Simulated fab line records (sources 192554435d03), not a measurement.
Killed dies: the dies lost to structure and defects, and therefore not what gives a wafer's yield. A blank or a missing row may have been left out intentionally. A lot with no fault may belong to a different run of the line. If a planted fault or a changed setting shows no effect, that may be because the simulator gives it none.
fab line records	flow n5-finfet	part 1 of 2: steps 1 to 4 of 6
record lots=24	wafers=72	last-day=18
route steps=1938 shown MOL_CONTACT_COAG@602 BEOL_M0_SAQP@635
lots untouched by any fault: they come from a run of this same line in which no faults occurred
start-h: the number of hours between the record's first day and the start of the first shown wafer of the lot	wait-h: hours since the lot's step before	" repeats the value in the row above	L1.1+2: a single row standing in for several wafers	- no value, or no start was given	* or withheld: withheld	< > ~ a bound
route shown NAME@n: NAME is a module with steps in the file, n the number in the route of the first one	usual: mean/standard deviation taken from wafers without a fault	same: alike in all rows	chamber/n: place in a boat	sites: readings site by site	_std_site: how widely they spread, as a standard deviation	_edge_site: outer sites' mean less inner sites'	radius-mm: for every site, how far away it sits from the centre of the wafer	mask NAME#n: copy n	behind: the last tool/chamber to shape the wafer	hold: why the lot went on hold/how many hours it stayed there/how the hold came to an end	device: which transistor (n, p or np) failed to switch	end of line: tests of these same wafers at the route's end	a step given without rows: its recipe and nothing more	killed: the dies lost at the first sort to structure and to defects; this is not the yield of the wafer	map: per-die view of a wafer (x killed, . not killed, _ where there is no die)
set.NAME: the setting as run; set.NAME@STEP: as run at that earlier step	model.NAME: the simulator's own value behind a step, which no gauge read
route steps across a sampled set of lots; one table per step, one row per wafer
services: when a tool's chamber went out of use (start-h, in hours from the record's first day, below 0 if earlier), for how many hours, and the reason
## steps
# step N5_MOL_CONTACT_COAG_CD_MEAS_40
# recipe target-cd-nm=25.1	landing-energy-ev=500	detector=se-inlens	polarity=opening
# usual cd-nm=25.06/0.26
# same landing-energy-ev=500
lot.wafer	tool	chamber	start-h	wait-h	cd-nm
L074.1	cd-sem-03	0	101.40	-	24.76
L074.4	"	0	"	"	25.12
L074.6	"	0	"	"	24.98
L075.2	cd-sem-02	0	106.81	-	25.24
L075.3	"	0	"	"	25.44
L075.6	"	0	"	"	24.96
L076.1	cd-sem-02	0	121.62	-	25.15
L076.3	"	0	"	"	24.97
L076.6	"	0	"	"	25.19
L078.2	cd-sem-03	0	125.18	-	24.91
L078.3	"	0	"	"	25.03
L078.5	"	0	"	"	25.12
L077.2	cd-sem-03	0	125.80	-	25.10
L077.4	"	0	"	"	24.81
L077.6	"	0	"	"	25.07
L079.1	cd-sem-03	0	133.53	-	24.97
L079.5	"	0	"	"	25.12
L079.6	"	0	"	"	25.20
L080.1	cd-sem-02	0	136.91	-	24.91
L080.3	"	0	"	"	24.95
L080.5	"	0	"	"	25.03
L081.1	cd-sem-03	0	141.26	-	25.25
L081.2	"	0	"	"	24.96
L081.4	"	0	"	"	25.15
L082.2	cd-sem-02	0	145.96	-	24.97
L082.3	"	0	"	"	24.74
L082.4	"	0	"	"	25.31
L083.1	cd-sem-02	0	156.58	-	24.63
L083.5	"	0	"	"	25.07
L083.6	"	0	"	"	24.71
L084.3	cd-sem-03	0	164.11	-	25.24
L084.4	"	0	"	"	25.00
L084.6	"	0	"	"	25.48
L085.1	cd-sem-03	0	168.02	-	25.23
L085.3	"	0	"	"	25.12
L085.5	"	0	"	"	25.34
L086.1	cd-sem-03	0	177.08	-	24.94
L086.3	"	0	"	"	24.94
L086.6	"	0	"	"	25.35
L087.2	cd-sem-03	0	177.63	-	25.11
L087.5	"	0	"	"	24.78
L087.6	"	0	"	"	24.80
L088.1	cd-sem-02	0	185.51	-	25.30
L088.4	"	0	"	"	25.13
L088.5	"	0	"	"	24.81
L089.1	cd-sem-02	0	187.21	-	25.07
L089.4	"	0	"	"	24.82
L089.6	"	0	"	"	24.90
L090.3	cd-sem-01	0	197.74	-	26.01
L090.4	"	0	"	"	25.52
L090.6	"	0	"	"	25.43
L091.2	cd-sem-02	0	201.50	-	24.62
L091.3	"	0	"	"	25.02
L091.5	"	0	"	"	24.83
L092.1	cd-sem-03	0	208.97	-	25.21
L092.2	"	0	"	"	24.74
L092.5	"	0	"	"	24.91
L093.3	cd-sem-03	0	212.13	-	24.91
L093.5	"	0	"	"	25.11
L093.6	"	0	"	"	25.24
L094.2	cd-sem-01	0	225.71	-	24.89
L094.3	"	0	"	"	24.88
L094.6	"	0	"	"	25.31
L095.2	cd-sem-01	0	227.25	-	24.75
L095.5	"	0	"	"	25.38
L095.6	"	0	"	"	25.10
L096.4	cd-sem-01	0	235.08	-	25.39
L096.5	"	0	"	"	25.16
L096.6	"	0	"	"	25.15
L097.2	cd-sem-02	0	240.32	-	25.43
L097.3	"	0	"	"	25.39
L097.6	"	0	"	"	25.17
# step N5_MOL_CONTACT_COAG_ALD_133
# recipe material=SiO2	target-thk-a=50	temp-c=100	ald-precursor-family=BDEAS	ald-co-reactant=O2-plasma	pulse-time-s=1	co-reactant-pulse-time-s=1	purge-time-s=2	co-reactant-purge-time-s=2	ald-cycles=35	pressure-torr=2
# usual heater-power-w=79/8.7	precursor-pulse-height-rel=0.996/0.022
lot.wafer	tool	chamber	start-h	wait-h	heater-power-w	precursor-pulse-height-rel
L074.1	ald-sin-04	1	101.91	0.3	70	0.935
L074.4	"	2	"	"	77	0.985
L074.6	"	2	"	"	79	0.992
L075.2	ald-sin-02	1	107.06	0.1	75	1.004
L075.3	"	2	"	"	88	0.993
L075.6	"	3	"	"	70	1.004
L076.1	ald-sin-03	1	122.64	0.8	84	0.987
L076.3	"	3	"	"	66	0.977
L076.6	"	0	"	"	95	0.974
L078.2	ald-sin-02	1	125.55	0.2	76	1.003
L078.3	"	2	"	"	88	1.017
L078.5	"	2	"	"	89	0.996
L077.2	ald-sin-02	3	126.05	0.1	72	0.979
L077.4	"	2	"	"	88	0.980
L077.6	"	2	"	"	87	1.023
L079.1	ald-sin-03	0	133.79	0.1	97	0.997
L079.5	"	3	"	"	66	0.995
L079.6	"	0	"	"	93	0.988
L080.1	ald-sin-02	1	137.63	0.5	74	0.949
L080.3	"	3	"	"	70	1.016
L080.5	"	1	"	"	76	0.963
L081.1	ald-sin-02	3	141.53	0.1	70	1.002
L081.2	"	0	"	"	77	0.980
L081.4	"	3	"	"	71	0.980
L082.2	ald-sin-03	1	146.29	0.1	84	0.972
L082.3	"	3	"	"	66	1.000
L082.4	"	2	"	"	77	0.946
L083.1	ald-sin-02	1	156.85	0.1	76	0.986
L083.5	"	0	"	"	77	0.995
L083.6	"	1	"	"	75	0.956
L084.3	ald-sin-02	1	164.79	0.1	75	1.017
L084.4	"	0	"	"	78	1.009
L084.6	"	1	"	"	75	1.044
L085.1	ald-sin-03	2	168.27	0.1	80	1.032
L085.3	"	0	"	"	99	1.029
L085.5	"	1	"	"	84	0.959
L086.1	ald-sin-02	0	177.47	0.1	79	0.977
L086.3	"	1	"	"	74	1.009
L086.6	"	1	"	"	74	0.980
L087.2	ald-sin-02	0	178.08	0.1	75	0.994
L087.5	"	0	"	"	75	0.962
L087.6	"	1	"	"	73	0.996
L088.1	ald-sin-02	1	185.77	0.1	75	1.015
L088.4	"	2	"	"	89	1.003
L088.5	"	1	"	"	76	1.004
L089.1	ald-sin-02	0	187.47	0.1	77	1.015
L089.4	"	2	"	"	85	1.035
L089.6	"	2	"	"	87	1.000
L090.3	ald-sin-04	1	198.11	0.2	70	1.020
L090.4	"	3	"	"	93	0.968
L090.6	"	3	"	"	94	1.043
L091.2	ald-sin-03	0	201.76	0.1	95	0.997
L091.3	"	2	"	"	78	1.008
L091.5	"	0	"	"	94	0.992
L092.1	ald-sin-02	3	209.46	0.3	69	1.043
L092.2	"	1	"	"	75	0.999
L092.5	"	1	"	"	76	1.000
L093.3	ald-sin-04	3	212.38	0.1	92	1.029
L093.5	"	0	"	"	73	0.983
L093.6	"	3	"	"	94	0.988
L094.2	ald-sin-03	3	225.98	0.1	68	0.997
L094.3	"	0	"	"	95	1.030
L094.6	"	3	"	"	68	0.981
L095.2	ald-sin-03	0	227.56	0.1	96	1.010
L095.5	"	0	"	"	96	0.979
L095.6	"	3	"	"	68	1.008
L096.4	ald-sin-02	3	235.33	0.1	70	0.995
L096.5	"	0	"	"	76	0.963
L096.6	"	3	"	"	70	1.014
L097.2	ald-sin-04	3	240.58	0.1	92	1.004
L097.3	"	2	"	"	77	0.986
L097.6	"	1	"	"	67	1.014
# step N5_BEOL_M0_SAQP_PECVD_03
# recipe material=SiCN	target-thk-a=120	temp-c=withheld	precursor=3MS/NH3	pressure-torr=3	rf-w=202	time-s=21.1
# usual showerhead-plenum-p-Torr=3.665/0.015	throttle-valve-pct=8.9/0.53
lot.wafer	tool	chamber	start-h	wait-h	showerhead-plenum-p-Torr	throttle-valve-pct
L074.1	pecvd-03	0	109.04	0.1	3.691	8.4
L074.4	"	1	"	"	3.655	9.8
L074.6	"	0	"	"	3.692	8.3
L075.2	pecvd-04	2	115.68	0.1	3.668	7.9
L075.3	"	1	"	"	3.652	9.4
L075.6	"	0	"	"	3.668	9.4
L076.1	pecvd-02	2	128.29	0.1	3.659	8.7
L076.3	"	0	"	"	3.665	9.3
L076.6	"	0	"	"	3.678	9.0
L078.2	pecvd-02	0	131.52	0.1	3.679	9.4
L078.3	"	2	"	"	3.664	8.5
L078.5	"	1	"	"	3.668	8.9
L077.2	pecvd-04	2	134.97	0.1	3.662	8.3
L077.4	"	1	"	"	3.658	8.9
L077.6	"	2	"	"	3.654	7.7
L079.1	pecvd-04	0	139.97	0.1	3.660	9.3
L079.5	"	1	"	"	3.653	9.1
L079.6	"	2	"	"	3.667	8.1
L080.1	pecvd-04	0	143.26	0.1	3.653	9.2
L080.3	"	2	"	"	3.655	8.0
L080.5	"	0	"	"	3.663	9.2
L081.1	pecvd-03	1	147.92	0.1	3.662	9.8
L081.2	"	2	"	"	3.672	9.2
L081.4	"	1	"	"	3.656	9.8
L082.2	pecvd-03	0	151.46	0.1	3.702	8.5
L082.3	"	1	"	"	3.660	9.7
L082.4	"	0	"	"	3.700	8.4
L083.1	pecvd-04	0	162.69	0.1	3.666	9.2
L083.5	"	0	"	"	3.654	9.2
L083.6	"	1	"	"	3.658	9.2
L084.3	pecvd-04	2	170.46	0.1	3.666	8.0
L084.4	"	2	"	"	3.653	8.1
L084.6	"	0	"	"	3.667	9.1
L085.1	pecvd-04	1	174.43	0.1	3.650	9.0
L085.3	"	0	"	"	3.656	9.4
L085.5	"	0	"	"	3.663	9.1
L086.1	pecvd-04	1	185.38	0.1	3.648	9.2
L086.3	"	0	"	"	3.664	9.1
L086.6	"	1	"	"	3.648	9.4
L087.2	pecvd-03	1	186.56	0.1	3.664	9.8
L087.5	"	1	"	"	3.655	9.7
L087.6	"	2	"	"	3.673	9.2
L088.1	pecvd-03	0	193.25	0.1	3.695	8.5
L088.4	"	0	"	"	3.701	8.6
L088.5	"	2	"	"	3.681	9.6
L089.1	pecvd-03	1	194.15	0.1	3.670	9.6
L089.4	"	2	"	"	3.682	9.2
L089.6	"	1	"	"	3.659	9.8
L090.3	pecvd-02	2	203.72	0.1	3.647	8.5
L090.4	"	0	"	"	3.671	9.2
L090.6	"	1	"	"	3.676	9.0
L091.2	pecvd-03	1	207.51	0.1	3.656	9.8
L091.3	"	1	"	"	3.658	9.8
L091.5	"	1	"	"	3.661	9.6
L092.1	pecvd-04	1	216.44	0.1	3.651	9.3
L092.2	"	2	"	"	3.665	8.3
L092.5	"	1	"	"	3.643	9.5
L093.3	pecvd-04	1	217.53	0.1	3.658	9.0
L093.5	"	1	"	"	3.656	9.3
L093.6	"	0	"	"	3.659	9.3
L094.2	pecvd-02	1	234.17	0.1	3.670	9.2
L094.3	"	1	"	"	3.676	9.2
L094.6	"	2	"	"	3.655	8.8
L095.2	pecvd-04	0	235.06	0.1	3.666	9.4
L095.5	"	2	"	"	3.664	8.3
L095.6	"	1	"	"	3.649	9.1
L096.4	pecvd-04	1	243.94	0.1	3.638	9.1
L096.5	"	0	"	"	3.648	9.3
L096.6	"	2	"	"	3.663	8.5
L097.2	pecvd-02	1	245.74	0.1	3.668	8.9
L097.3	"	2	"	"	3.663	8.5
L097.6	"	1	"	"	3.664	9.1
# step N5_BEOL_M0_SAQP_ETCH_83
# recipe chemistry=CF4	target=SiARC	target-depth-a=390	mask-material=CAR-ArF	time-s=65	ion-energy-ev=80	pressure-mtorr=40	source-w=545	bias-w=36	Ar_flow_sccm=100	cf4-flow-sccm=100	ends=cleared
# usual cf4-flow-sccm=100.03/0.28	drypump-motor-current-A=5.7/0.46	etch-rf-on-time-s=65.4/2.3	oes-product-au=0.72/0.068	rf-vpp-V=184.1/1.1	showerhead-plenum-p-Torr=2.13/0.057	throttle-valve-pct=15.42/0.2
lot.wafer	tool	chamber	start-h	wait-h	cf4-flow-sccm	drypump-motor-current-A	etch-rf-on-time-s	oes-product-au	rf-hours-counter-h	rf-vpp-V	showerhead-plenum-p-Torr	throttle-valve-pct
L074.1	rie-diel-01	1	109.86	0.0	100.09	5.4	68.2	0.77	7	183.6	2.12	15.18
L074.4	"	1	"	"	100.16	5.4	68.3	0.77	-	183.7	2.12	15.19
L074.6	"	3	"	"	99.95	6.0	66.4	0.77	-	185.3	2.20	15.52
L075.2	rie-diel-03	3	116.79	0.0	99.90	6.5	65.0	0.80	11	184.7	2.27	15.25
L075.3	"	2	"	"	100.23	5.8	65.9	0.68	89	183.2	2.16	15.43
L075.6	"	1	"	"	100.04	6.6	65.2	0.67	-	183.7	2.13	15.61
L076.1	rie-diel-01	1	129.11	0.0	99.62	5.4	67.8	0.76	13	183.8	2.11	15.21
L076.3	"	2	"	"	100.07	5.3	65.2	0.85	0	182.9	2.09	15.15
L076.6	"	1	"	"	99.35	5.4	67.5	0.77	-	182.7	2.12	15.20
L078.2	rie-diel-03	2	132.53	0.0	100.30	5.8	66.1	0.67	93	183.7	2.16	15.43
L078.3	"	3	"	"	100.02	6.5	66.1	0.79	16	186.3	2.27	15.26
L078.5	"	1	"	"	99.97	6.6	65.2	0.67	-	184.1	2.13	15.62
L077.2	rie-diel-01	2	136.20	0.0	100.35	5.2	65.0	0.82	2	183.6	2.09	15.15
L077.4	"	3	"	"	99.86	6.0	64.8	0.76	33	185.2	2.20	15.53
L077.6	"	0	"	"	100.08	5.5	61.2	0.82	-	184.2	2.09	15.23
L079.1	rie-diel-03	3	141.18	0.0	100.00	6.5	65.7	0.79	17	186.1	2.27	15.27
L079.5	"	3	"	"	100.27	6.5	65.9	0.79	-	185.9	2.27	15.27
L079.6	"	0	"	"	99.99	6.0	63.2	0.74	-	185.4	2.15	15.46
L080.1	rie-diel-05	1	144.00	0.0	100.16	6.0	70.3	0.55	236	184.7	2.19	15.53
L080.3	"	2	"	"	99.96	5.1	67.1	0.72	58	183.0	2.07	15.48
L080.5	"	1	"	"	100.05	5.9	70.2	0.55	-	185.3	2.19	15.54
L081.1	rie-diel-01	1	148.74	0.0	99.99	5.4	68.7	0.74	22	183.9	2.11	15.23
L081.2	"	0	"	"	100.15	5.5	61.3	0.81	13	183.2	2.09	15.23
L081.4	"	3	"	"	99.79	6.0	65.4	0.74	37	185.5	2.20	15.53
L082.2	rie-diel-01	1	152.15	0.0	99.85	5.4	68.6	0.74	23	185.5	2.11	15.23
L082.3	"	2	"	"	99.89	5.2	65.9	0.80	9	183.5	2.09	15.18
L082.4	"	3	"	"	100.04	6.0	65.5	0.74	39	183.6	2.20	15.54
L083.1	rie-diel-01	3	163.55	0.0	99.82	6.0	64.9	0.74	43	184.5	2.20	15.54
L083.5	"	0	"	"	99.81	5.5	61.2	0.80	-	183.9	2.09	15.24
L083.6	"	1	"	"	99.83	5.4	67.6	0.73	-	182.7	2.11	15.22
L084.3	rie-diel-01	3	171.28	0.0	99.72	6.0	65.3	0.74	45	184.3	2.20	15.55
L084.4	"	1	"	"	100.03	5.4	68.8	0.72	29	183.7	2.11	15.25
L084.6	"	0	"	"	100.24	5.5	61.4	0.79	-	183.7	2.09	15.24
L085.1	rie-diel-05	2	175.61	0.0	100.12	5.1	66.1	0.72	67	184.2	2.07	15.48
L085.3	"	3	"	"	99.13	5.8	69.0	0.59	198	184.3	2.22	15.99
L085.5	"	3	"	"	99.87	5.8	69.1	0.60	-	185.0	2.22	15.99
L086.1	rie-diel-03	1	186.34	0.0	99.96	6.6	65.0	0.65	158	183.2	2.12	15.67
L086.3	"	2	"	"	99.63	5.8	66.3	0.66	110	183.3	2.15	15.47
L086.6	"	1	"	"	100.00	6.6	65.6	0.65	-	184.5	2.12	15.65
L087.2	rie-diel-01	0	187.94	0.0	99.99	5.5	61.7	0.78	26	183.7	2.09	15.27
L087.5	"	0	"	"	99.68	5.5	61.4	0.77	-	183.9	2.09	15.26
L087.6	"	1	"	"	99.95	5.4	68.5	0.72	-	182.2	2.11	15.23
L088.1	rie-diel-03	2	196.44	0.0	100.05	5.8	66.4	0.66	115	184.8	2.15	15.47
L088.4	"	0	"	"	100.00	6.1	63.2	0.72	66	185.3	2.15	15.50
L088.5	"	1	"	"	99.73	6.6	65.5	0.65	-	184.6	2.12	15.66
L089.1	rie-diel-01	2	197.22	0.0	100.12	5.3	64.8	0.77	25	184.1	2.08	15.23
L089.4	"	3	"	"	99.82	6.0	63.8	0.73	55	185.7	2.19	15.56
L089.6	"	2	"	"	99.77	5.3	65.0	0.77	-	183.2	2.08	15.21
L090.3	rie-diel-03	1	204.57	0.0	100.04	6.6	65.0	0.65	165	184.5	2.12	15.66
L090.4	"	0	"	"	99.93	6.1	63.2	0.72	69	183.8	2.15	15.51
L090.6	"	3	"	"	99.92	6.5	65.0	0.75	-	185.1	2.26	15.32
L091.2	rie-diel-01	3	208.29	0.0	99.56	6.0	65.1	0.72	60	183.4	2.19	15.58
L091.3	"	1	"	"	99.85	5.4	69.1	0.71	43	181.7	2.11	15.27
L091.5	"	0	"	"	99.73	5.5	61.2	0.76	-	183.8	2.09	15.28
L092.1	rie-diel-01	0	217.29	0.0	99.65	5.5	60.9	0.77	38	184.5	2.08	15.29
L092.2	"	3	"	"	99.66	6.0	64.9	0.72	63	183.0	2.19	15.59
L092.5	"	0	"	"	100.30	5.5	61.1	0.76	-	183.2	2.08	15.29
L093.3	rie-diel-01	2	218.22	0.0	100.24	5.3	65.5	0.76	33	182.5	2.08	15.22
L093.5	"	2	"	"	100.08	5.2	65.0	0.76	-	183.7	2.08	15.22
L093.6	"	3	"	"	100.05	6.1	64.0	0.72	-	183.7	2.19	15.59
L094.2	rie-diel-05	2	235.16	0.0	99.69	5.0	65.8	0.71	82	184.5	2.07	15.53
L094.3	"	0	"	"	100.19	5.1	66.3	0.60	198	182.6	2.04	15.59
L094.6	"	2	"	"	100.00	5.1	65.7	0.71	-	184.1	2.07	15.53
L095.2	rie-diel-01	2	235.87	0.0	100.18	5.3	64.7	0.75	37	184.7	2.08	15.23
L095.5	"	0	"	"	100.16	5.5	60.2	0.76	-	182.8	2.08	15.30
L095.6	"	3	"	"	100.19	6.0	64.5	0.72	-	184.3	2.19	15.60
L096.4	rie-diel-05	0	244.64	0.0	100.25	5.1	67.2	0.59	201	182.0	2.04	15.57
L096.5	"	1	"	"	100.13	5.9	67.6	0.85	-	184.3	2.19	15.08
L096.6	"	2	"	"	99.92	5.0	66.9	0.70	-	182.8	2.07	15.51
L097.2	rie-diel-03	2	246.52	0.0	99.88	5.8	66.8	0.64	130	187.0	2.14	15.51
L097.3	"	0	"	"	100.24	6.0	63.7	0.70	81	184.8	2.14	15.52
L097.6	"	2	"	"	100.29	5.8	65.7	0.65	-	186.4	2.14	15.51
